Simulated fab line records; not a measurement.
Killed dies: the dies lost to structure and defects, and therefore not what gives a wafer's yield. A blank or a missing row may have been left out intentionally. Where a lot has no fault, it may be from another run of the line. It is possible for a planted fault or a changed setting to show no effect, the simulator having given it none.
The tool behind it: which one? | flow nand_harc | Sampling: 12 lots, 36 wafers, 5 of 1302 route steps

== WHAT THE GAUGES SHOWED, per wafer ==
NHARC_P_M0_INSPECT_11. Usual: raw_defect_count 4.8, standard deviation 2.6.
lot  | measured     | on                | raw_defect_count | flag
L934 | day 6 02:52  | defect_inspect-01 | 3 2 1            |
L936 | day 6 21:55  | defect_inspect-01 | 4 2 1            |
L935 | day 6 22:25  | defect_inspect-01 | 3 4 1            |
L937 | day 7 10:34  | defect_inspect-01 | 7 8 7            |
L938 | day 7 15:50  | defect_inspect-01 | 4 2 2            |
L939 | day 8 07:58  | defect_inspect-02 | 6 9 5            |
L940 | day 8 18:13  | defect_inspect-02 | 5 6 7            |
L947 | day 11 12:04 | defect_inspect-01 | 3 5 4            |
L954 | day 14 20:02 | defect_inspect-01 | 5 3 2            |
L955 | day 15 04:41 | defect_inspect-02 | 3 3 7            |
L956 | day 15 09:33 | defect_inspect-02 | 5 7 8            |
L957 | day 15 16:18 | defect_inspect-01 | 2 4 5            |

NHARC_END_SORT_01. Usual: defect_limited_yield 92 %, standard deviation 3; killed_at_array 52, standard deviation 20; killed_at_other 1.0, standard deviation 1.3; killed_at_periphery 3.7, standard deviation 2.2; killed_dies 57, standard deviation 20; killed_open 3.2, standard deviation 1.6; killed_short 2.4, standard deviation 1.6; sort_bin_2_pct 2.9 %, standard deviation 1.4; sort_bin_3_pct 0.6 %, standard deviation 0.41; sort_bin_4_pct 4.8 %, standard deviation 1.5; sort_n_pass 620, standard deviation 20; sort_rim_yield_pct 93 %, standard deviation 3.5; sort_yield_pct 92 %, standard deviation 3.
lot  | measured     | on        | defect_limited_yield (%) | killed_at_array | killed_at_other | killed_at_periphery | killed_dies | killed_open | killed_short | sort_bin_2_pct (%) | sort_bin_3_pct (%) | sort_bin_4_pct (%) | sort_n_pass | sort_rim_yield_pct (%) | sort_yield_pct (%) | flag
L947 | day 30 06:29 | prober-01 | 94 94 0                  | 41 38 43        | 0 0 0           | 3 4 634             | 44 42 677   | 5 2 6       | 7 2 2        | 1.6 2.1 95.3       | 0.6 0.4 0.9        | 4.3 3.7 3.8        | 633 635 0   | 91 92 0                | 94 94 0            | OFF

== TOOL THAT RAN EACH LOT (tool first, then ch and the chambers of the sampled wafers, then the start) ==
lot  | NHARC_P_CONTACT_CMP_24        | NHARC_P_M0_ETCH_15                 | NHARC_P_M0_PVD_21
L934 | cmp-01 ch 2,3, day 6 01:33    | rie_diel-09 ch 0,1,2, day 6 03:12  | pvd_sputter-02, no start
L936 | cmp-02 ch 0,1,3, day 6 20:29  | rie_diel-09 ch 0,2,3, day 6 22:09  | pvd_sputter-03, no start
L935 | cmp-01 ch 0,3, day 6 21:08    | rie_diel-09 ch 1,2,3, day 6 22:40  | pvd_sputter-02, no start
L937 | cmp-04 ch 0,1,2, day 7 09:16  | rie_diel-09 ch 0,1,2, day 7 10:49  | pvd_sputter-03, no start
L938 | cmp-04 ch 0,3, day 7 14:32    | rie_diel-09 ch 2,3, day 7 16:07    | pvd_sputter-01, no start
L939 | cmp-01 ch 0,2, day 8 06:42    | rie_diel-09 ch 0,1,3, day 8 08:13  | pvd_sputter-02, no start
L940 | cmp-02 ch 1,2, day 8 16:46    | rie_diel-07 ch 2,3, day 8 18:45    | pvd_sputter-02, no start
L947 | cmp-01 ch 0,1,2, day 11 10:36 | rie_diel-09 ch 0,1,2, day 11 12:29 | pvd_sputter-03, day 30 06:29 or earlier
L954 | cmp-01 ch 1,3, day 14 18:38   | rie_diel-07 ch 2,3, day 14 20:16   | pvd_sputter-01, no start
L955 | cmp-04 ch 1,2, day 15 03:14   | rie_diel-09 ch 0,2,3, day 15 05:04 | pvd_sputter-01, no start
L956 | cmp-01 ch 2,3, day 15 08:06   | rie_diel-07 ch 0,1,3, day 15 09:47 | pvd_sputter-01, no start
L957 | cmp-04 ch 0,1, day 15 14:51   | rie_diel-09 ch 1,2, day 15 16:32   | pvd_sputter-02, no start
- NHARC_P_CONTACT_CMP_24: polishes, t overpolish 30 s, target thk 200 nm.
- NHARC_P_M0_ETCH_15: etches the open film in C4F8/Ar, target depth 150 nm, overetch 15 nm, time 82.5 s.
- NHARC_P_M0_PVD_21: deposits Cu, target thk 30 nm, time 20.49 s.

== WHAT THE TOOLS THEMSELVES READ (means of the sampled wafers that have a number; where no wafer has one, the mark that the record gives instead) ==
NHARC_P_CONTACT_CMP_24. Usual: motor_current_A 12.2 A, standard deviation 0.68; overpolish_run_s 29.999 s, standard deviation 0.0087; time_to_endpoint_s 39.3 s, standard deviation 2.5.
lot  | tool   | motor_current_A (A) | overpolish_run_s (s) | time_to_endpoint_s (s) | flag
L934 | cmp-01 | 12.0                | 30.002               | 38.2                   |
L936 | cmp-02 | 12.3                | 30.007               | 40.9                   |
L935 | cmp-01 | 12.2                | 29.989               | 38.0                   |
L937 | cmp-04 | 12.5                | 29.998               | 40.6                   |
L938 | cmp-04 | 12.5                | 29.999               | 40.6                   |
L939 | cmp-01 | 12.6                | 30.003               | 40.3                   |
L940 | cmp-02 | 11.9                | 30.000               | 36.3                   |
L947 | cmp-01 | 11.8                | 30.000               | 39.6                   |
L954 | cmp-01 | 12.0                | 30.003               | 37.1                   |
L955 | cmp-04 | 12.3                | 30.001               | 40.3                   |
L956 | cmp-01 | 12.1                | 29.997               | 37.2                   |
L957 | cmp-04 | 12.4                | 29.991               | 38.7                   |

NHARC_P_M0_ETCH_15. Usual: oes_product_au 0.965 a.u., standard deviation 0.012; rf_vpp_V 440 V, standard deviation 3.1; run_length_s 103.6 s, standard deviation 0.31.
lot  | tool        | oes_product_au (a.u.) | rf_vpp_V (V) | run_length_s (s) | flag
L934 | rie_diel-09 | 0.951                 | 441          | 103.4            |
L936 | rie_diel-09 | 0.963                 | 439          | 103.4            |
L935 | rie_diel-09 | 0.972                 | 441          | 103.3            |
L937 | rie_diel-09 | 0.963                 | 442          | 103.7            |
L938 | rie_diel-09 | 0.966                 | 440          | 103.6            |
L939 | rie_diel-09 | 0.968                 | 440          | 103.6            |
L940 | rie_diel-07 | 0.959                 | 440          | 104.0            |
L947 | rie_diel-09 | 0.929                 | 441          | 99.5             | OFF
L954 | rie_diel-07 | 0.972                 | 440          | 104.1            |
L955 | rie_diel-09 | 0.973                 | 439          | 103.5            |
L956 | rie_diel-07 | 0.969                 | 439          | 104.0            |
L957 | rie_diel-09 | 0.972                 | 443          | 103.4            |

NHARC_P_M0_PVD_21. Usual: throttle_valve_pct 29.7 %, standard deviation 0.89.
lot  | tool           | throttle_valve_pct (%) | flag
L934 | pvd_sputter-02 | 28.7                   |
L936 | pvd_sputter-03 | 30.2                   |
L935 | pvd_sputter-02 | 28.9                   |
L937 | pvd_sputter-03 | 30.7                   |
L938 | pvd_sputter-01 | 29.1                   |
L939 | pvd_sputter-02 | 29.5                   |
L940 | pvd_sputter-02 | 29.2                   |
L947 | pvd_sputter-03 | 30.0                   |
L954 | pvd_sputter-01 | 29.4                   |
L955 | pvd_sputter-01 | 29.9                   |
L956 | pvd_sputter-01 | 28.7                   |
L957 | pvd_sputter-02 | 30.2                   |

== THE ANSWER, worked out from the rows above alone ==
Rule: a lot is off if the mean of its wafers that have a number lies more than 3 standard deviations from the usual mean. A lot without any number at a reading at which 4 lots or more have one is off too. All remaining lots with rows at the step are treated as sound. Order of review: gauges by route order, followed by the tools' own readings, for which a lot's mean as printed above is used. At the first step where some lot is off, the reading lying furthest off is the one used; lots without a number count as furthest.
Off, at NHARC_END_SORT_01 on killed_at_periphery: L947. Neither off nor sound, because the step has no rows for them: L934, L936, L935, L937, L938, L939, L940, L954, L955, L956, L957.
A tool fits if, at a process step before that reading, it ran every lot that is off, and no sound lot after the first of them. Not tried: the gauges at NHARC_END_SORT_01; whatever is off there is also off at NHARC_P_M0_ETCH_15, on other tools, and gauge error can't account for it. NHARC_P_M0_PVD_21 gives no start for some lots, so the hours and the order of its lots are those of NHARC_END_SORT_01. Can't be told from this: 3 tools fit, cmp-01 at NHARC_P_CONTACT_CMP_24, rie_diel-09 at NHARC_P_M0_ETCH_15, pvd_sputter-03 at NHARC_P_M0_PVD_21.

== WHAT HAD BEEN PUT IN BY THE SIMULATOR ==
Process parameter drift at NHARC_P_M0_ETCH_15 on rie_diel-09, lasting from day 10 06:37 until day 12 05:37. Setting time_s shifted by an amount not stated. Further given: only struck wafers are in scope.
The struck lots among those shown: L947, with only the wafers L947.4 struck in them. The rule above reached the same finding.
